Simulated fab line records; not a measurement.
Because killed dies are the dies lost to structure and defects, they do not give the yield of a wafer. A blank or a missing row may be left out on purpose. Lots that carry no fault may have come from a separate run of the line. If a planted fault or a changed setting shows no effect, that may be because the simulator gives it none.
Comparing a struck lot with a sound one :: flow n5-finfet :: 36 out of 1938 route steps
Sound: the wafers L913.3, L913.5, L913.6. Struck: wafers L917.3, L917.6. (L917.5 of the same lot was not struck and is left out.) The cause comes at the end.
Each step with rows lists, per side, the tool, then ch with its chambers, then its first start. Under that, the readings that differ: sound wafers :: struck wafers :: difference of the means :: sigmas: that difference in standard deviations of wafers without a fault.
alike: readings whose means differ by less than 2 such deviations, and words and numbers that are the same on both sides. not compared: withheld readings, readings that some wafer has no value for, bounds like >300 that may hide the same value, and numbers for which the record gives no deviation and whose values overlap.
A row with sigmas, a row that says differs or no value, or rows on one side alone: a step with any of these is where the two part. Numbers that don't overlap but have no deviation are shown without sigmas and don't part them. A reading that every wafer of one side lacks parts them only if that side has two wafers or more.

first, 9 steps without rows for these wafers: N5_SD_EPI_P_COAT_35 (time 60 s, resist thk 35 nm); N5_SD_EPI_P_COAT_03 (resist thk 150 nm); N5_SD_EPI_P_EBR_05; N5_SD_EPI_P_SOFTBAKE_04 (time 60 s); N5_SD_EPI_P_EXPOSE_06 (exposes mask SD P BLK, target cd 240 nm); N5_SD_EPI_P_PEB_07 (peb time 60 s); N5_SD_EPI_P_DEVELOP_08 (develop time 30 s); N5_SD_EPI_P_DESCUM_14 (chemistry O2, time 7.9 s); N5_SD_EPI_P_ETCH_36 (etches SiARC in CF4, target depth 45.5 nm, time 75.8 s).
N5_SD_EPI_P_ETCH_37: etches SOC in N2/H2, overetch 108 nm, time 486 s.
  sound on rie-diel-06 ch 0,1,2, day 3 16:48; struck on rie-diel-06 ch 0, day 5 04:37
reading: model.SD_EPI_P.cd-nm (nm)
sound: 237.4 238.6 240
struck: 235.4 235.6
difference: -3.2
sigmas: 

reading: model.SiARC_of_SD_EPI_P_COAT_35.thk-nm (nm)
sound: 19.4 20 20.4
struck: 24.8 24.8
difference: +4.9
sigmas: 
  alike: drypump-motor-current-A, n2-flow-sccm, oes-product-au, rf-vpp-V, showerhead-plenum-p-Torr, throttle-valve-pct
  not compared: rf-hours-counter-h
then, 1 step without rows for these wafers: N5_SD_EPI_P_STRIP_38 (strips in N2/H2).
N5_SD_EPI_P_ETCHBACK_46: etches SiNx in CH3F/O2, stops on SiO2, target depth 17.5 nm.
  sound on rie-diel-06 ch 0,1,2, day 3 17:08; struck on rie-diel-06 ch 0, day 5 04:56
reading: oes-product-au (a.u.)
sound: 0.65 0.81 0.64
struck: 0.34 0.33
difference: -0.37
sigmas: -5
  alike: drypump-motor-current-A, oes_f_703_au, rf-vpp-V, showerhead-plenum-p-Torr, throttle-valve-pct
  not compared: rf-hours-counter-h
then, 1 step without rows for these wafers: N5_SD_EPI_P_ETCH_47 (etches SiOCN in CH3F/O2, target depth 25 nm).
N5_SD_EPI_P_ETCH_16: etches SiO2 in CHF3/O2, target depth 5 nm.
  sound on rie-diel-06 ch 0,1,2, day 3 17:20; struck on rie-diel-06 ch 0, day 5 05:08
reading: model.SiARC_of_SD_EPI_P_COAT_35.thk-nm (nm)
sound: 11 12 12.4
struck: 16.8 16.8
difference: +5.0
sigmas: 
  alike: drypump-motor-current-A, oes_f_703_au, oes-product-au, rf-vpp-V, showerhead-plenum-p-Torr, throttle-valve-pct
  not compared: rf-hours-counter-h
then, 1 step without rows for these wafers: N5_SD_EPI_P_STRIP_50 (strips in CHF3/O2).
N5_SD_EPI_P_SD_RECESS_17: chemistry HBr/Cl2/O2, target depth 39.1 nm, bt time 3 s.
  sound on rie-si-01 ch 0,1,3, day 3 17:24; struck on rie-si-05 ch 1,2, day 5 05:12
reading: model.SD_EPI_P.cd-nm (nm)
sound: 237.4 238.6 240
struck: 235.6 235.6
difference: -3.1
sigmas: 
  alike: drypump-motor-current-A, oes-product-au, throttle-valve-pct
  not compared: rf-hours-counter-h
then, 18 steps without rows for these wafers: N5_SD_EPI_P_WET_ETCH_45 (etches SiO2 in dHF, time 10.7 s, target depth 2 nm, rinse time 30 s); N5_SD_EPI_P_STRIP_40 (strips in N2/H2); N5_SD_EPI_P_PRECLEAN_52 (cleans in O3/DIW, time 60 s); N5_SD_EPI_P_SRD_20 (time 30 s); N5_SD_EPI_P_PRECLEAN_51 (cleans in NF3:NH3, afs cycles 1, time 20 s, sublimation time 60 s); N5_SD_EPI_P_VAPOR_ETCH_44 (etches SiGe30 in NF3/Ar, time 3.3 s); N5_SD_EPI_P_EPI_21 (deposits SiGe:B, time 355 s); N5_SD_EPI_P_HM_STRIP_48 (strips SiNx in H3PO4, material SiNx, target depth 3 nm); N5_SD_EPI_P_SRD_49 (time 30 s); N5_SD_EPI_P_PRECLEAN_24 (cleans in O3/DIW, time 45 s); N5_SD_EPI_P_PRECLEAN_32 (cleans in dHF, time 10 s); N5_SD_EPI_P_PRECLEAN_33 (cleans in SC2, time 45 s); N5_SD_EPI_P_SRD_25 (time 30 s); N5_SD_ACTIVATION_RTA_00 (time 0 s); N5_SD_ACTIVATION_LSA_01 (time 0.0008 s); N5_ILD0_LINER_00 (material SiNx, target thk 4 nm, pulse time 1 s, purge time 2 s); N5_ILD0_FCVD_FILL_01 (material SiO2 flowable, target thk 200 nm, time 328.3 s); N5_ILD0_CURE_02 (time 1800 s).
N5_BEOL_M4_RC_MEAS_101:
  the record has rows for the sound wafers here (prober-02 ch 0, day 7 22:05) and none for the struck ones
-- a jump in the record: the struck wafers' starts before and after are 9 days apart (it breaks off in module BEOL_M4 and resumes in module PASSIVATION, where the first step shown is number 1936 of the route) --
N5_PASSIVATION_PROBE_49:
  sound: prober-02 at day 12 06:12; struck: prober-01 at day 14 10:59
reading: defect-limited-yield (%)
sound: 92.2 91.3 93.4
struck: 0 0
difference: -92
sigmas: -62

reading: killed-at-front-end
sound: 39 33 33
struck: 1122 1120
difference: +1086
sigmas: +90

reading: killed-dies
sound: 92 103 78
struck: 1180 1180
difference: +1089
sigmas: +64

reading: killed-on-rim
sound: 12 16 11
struck: 152 152
difference: +139
sigmas: +32

reading: sort_bin_5_function (%)
sound: 4.4 4.9 4.1
struck: 96.5 95.8
difference: +91.7
sigmas: +98

reading: sort-n-pass
sound: 1088 1077 1102
struck: 0 0
difference: -1089
sigmas: -64

reading: sort-yield-pct (%)
sound: 92.2 91.3 93.4
struck: 0 0
difference: -92
sigmas: -62
  alike: killed_at_M0_to_M3, killed_at_M4_up, killed-at-contacts, killed-at-other, killed-open, killed-short, sort_bin_6_memory

WHERE THEY PART
Last at N5_PASSIVATION_PROBE_49 as far as this record goes, first at N5_SD_EPI_P_ETCHBACK_46.

WHY: the cause the simulator had injected
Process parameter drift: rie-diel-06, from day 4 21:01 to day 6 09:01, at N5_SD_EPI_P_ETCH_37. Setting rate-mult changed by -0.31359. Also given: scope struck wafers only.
